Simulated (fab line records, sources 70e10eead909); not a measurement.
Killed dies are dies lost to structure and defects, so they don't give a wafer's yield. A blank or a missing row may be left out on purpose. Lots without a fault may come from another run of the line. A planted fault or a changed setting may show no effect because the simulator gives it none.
Which tool did it? | flow nand_harc | 6 lots, 18 wafers sampled, at 2 steps of a route of 1159

WHAT THE GAUGES READ, wafer by wafer
NHARC_A_BONDPAD_THK_MEAS_30: measures by ellipsometry.
lot  | measured     | on            | thk_nm (nm)
L763 | day 18 04:28 | film_metro-02 | 197.6 198.9 200.4
L767 | day 18 14:38 | film_metro-01 | 199.2 199.9 203.2
L769 | day 19 18:19 | film_metro-02 | 199.1 199.8 200.4
L773 | day 20 17:17 | film_metro-01 | 201.8 204.2 200.4
L772 | day 21 03:58 | film_metro-02 | 200.3 199.7 197.5
L782 | day 22 19:08 | film_metro-01 | 199.6 199.7 200.9

WHICH TOOL RAN EACH LOT (tool, then ch and the chambers of the sampled wafers, then the start)
lot  | NHARC_A_BONDPAD_DEP_00
L763 | pecvd-02 ch 0,1, day 18 04:28 or earlier
L767 | pecvd-03 ch 0,2, day 18 14:01
L769 | pecvd-04 ch 0,1, day 19 17:44
L773 | pecvd-03 ch 0,1, day 20 16:40
L772 | pecvd-04 ch 0,1, day 21 03:19
L782 | pecvd-03 ch 0,1,2, day 22 18:28
- NHARC_A_BONDPAD_DEP_00: deposits SiCN, target thk 250 nm.

THE ANSWER, worked out from the rows above alone
Rule: what is usual is taken from the lots themselves. Put in order of their means at a reading, lots are off if they are a third of the lots or fewer, leave a main group of 4 or more, and stand apart from it by a gap of 3 or more times the standard deviation of the main group's means; of several such gaps the widest counts. A main group whose means are all the same, to the digits that the tables above print for the reading, isn't used. A lot without any number at a reading at which 4 lots or more have one is off too. The other lots that the step has rows for count as sound.
No lot is off at any reading shown: from this, nothing can be told.

WHAT THE SIMULATOR HAD PUT IN
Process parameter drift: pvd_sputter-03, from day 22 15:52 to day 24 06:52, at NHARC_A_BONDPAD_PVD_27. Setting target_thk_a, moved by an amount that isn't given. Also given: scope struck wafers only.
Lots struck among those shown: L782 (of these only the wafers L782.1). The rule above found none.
